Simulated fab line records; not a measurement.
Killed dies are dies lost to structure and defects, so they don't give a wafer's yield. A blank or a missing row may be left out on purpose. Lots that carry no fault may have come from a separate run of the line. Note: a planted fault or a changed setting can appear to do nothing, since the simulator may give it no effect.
Struck lot and sound lot, side by side + flow nand_harc + 14 out of 1302 route steps
Sound: wafers L775.2, L775.3, L775.5. Wafers L785.3, L785.4, L785.5 were the ones struck. The cause comes at the end.
At each step with rows: each side's tool, then ch and its chambers, then its first start. Under that, the readings that differ: sound wafers + struck wafers + difference of the means + sigmas: that difference in standard deviations of wafers without a fault.
alike: a reading whose means differ by less than 2 such deviations, as well as words and numbers matching on both sides. not compared: withheld readings; readings where some wafer has no value; bounds like >300 that might hide an equal value; numbers whose values overlap and for which the record gives no deviation.
Wherever a step has rows on one side only, a row that says differs or no value, or a row with sigmas, the two part there. Numbers that have no deviation but don't overlap get no sigmas and don't part them. A reading missing from all wafers of one side parts the sides only when that side holds two or more wafers.

first, 1 step without rows for these wafers: NHARC_A_CONTACT_ETCH_138 (etches the open film in C4F8/O2/Ar, time 311 s, target depth 1914 nm).
NHARC_A_CONTACT_ETCH_139: etches the open film in C4F8/O2/Ar, time 195 s, target depth 840 nm.
  sound on har_cap_etch-03 ch 0,1, day 25 05:10; struck on har_cap_etch-03 ch 0,1, day 30 01:47
  alike: oes_air_line_au
  not compared: rf_hours_counter_h
then, 1 step without rows for these wafers: NHARC_A_CONTACT_ETCH_92 (etches the open film in CH3F/O2, target depth 40 nm, time 85.7 s).
NHARC_A_CONTACT_ETCH_98: etches the open film in C4F6/O2, target depth 20 nm, time 10 s.
  sound on rie_diel-03 ch 1,2; struck on rie_diel-03 ch 1,2,3
  alike: drypump_motor_current_A, oes_product_au, rf_vpp_V, showerhead_plenum_p_Torr, throttle_valve_pct
  not compared: rf_hours_counter_h
NHARC_A_CONTACT_CD_MEAS_15:
  struck on cd_sem-01, day 30 02:28; sound on cd_sem-03, day 25 05:54
  alike: cd_nm
then, 3 steps without rows for these wafers: NHARC_A_CONTACT_STRIP_107 (strips in N2/H2); NHARC_A_CONTACT_STRIP_108 (strips in CF4/CHF3); NHARC_A_CONTACT_STRIP_109 (strips in O2/COS).
NHARC_A_CONTACT_ETCH_110: etches the open film in CF4/O2, target depth 60 nm, overetch 6 nm, time 33 s.
  sound on rie_diel-09 ch 0,3, day 25 06:11; struck on rie_diel-03 ch 0,1, day 30 02:46
  alike: drypump_motor_current_A, oes_product_au, rf_vpp_V, showerhead_plenum_p_Torr, throttle_valve_pct
  not compared: rf_hours_counter_h
NHARC_A_CONTACT_STRIP_26: strips in O2.
  sound on rie_diel-09 ch 1,3; struck on rie_diel-03 ch 0,2
  alike: drypump_motor_current_A, oes_product_au, rf_vpp_V, showerhead_plenum_p_Torr, throttle_valve_pct
  not compared: rf_hours_counter_h
then, 1 step without rows for these wafers: NHARC_A_CONTACT_STRIP_27 (strips in post etch residue remover, time 600 s).
NHARC_A_CONTACT_ALD_18: deposits TiN, target thk 3 nm, pulse time 1 s, ald cycles 150.
  sound on ald_metal-01 ch 1,3, day 25 06:52; struck on ald_metal-03 ch 0,1, day 30 03:24
  alike: heater_power_w, precursor_pulse_height_rel
NHARC_A_CONTACT_CVD_19: deposits W, target thk 300 nm, time 802 s.
  sound on cvd_w-02 ch 0, day 25 07:02; struck on cvd_w-02 ch 0,1, day 30 03:51
  alike: heater_power_w, throttle_valve_pct
NHARC_A_CONTACT_CMP_20: polishes, t overpolish 30 s, target thk 300 nm.
  sound on cmp-03 ch 1,2, day 25 07:55; struck on cmp-01 ch 0,3, day 30 04:29
| reading                | sound    | struck      | difference | sigmas |
|------------------------|----------|-------------|------------|--------|
| time_to_endpoint_s (s) | 54 58 55 | 110 112 104 | +53        | +17    |
  alike: motor_current_A, overpolish_run_s

## WHERE THEY PART
At NHARC_A_CONTACT_CMP_20 and nowhere else, as far as this record goes.

WHY: what had been put in by the simulator
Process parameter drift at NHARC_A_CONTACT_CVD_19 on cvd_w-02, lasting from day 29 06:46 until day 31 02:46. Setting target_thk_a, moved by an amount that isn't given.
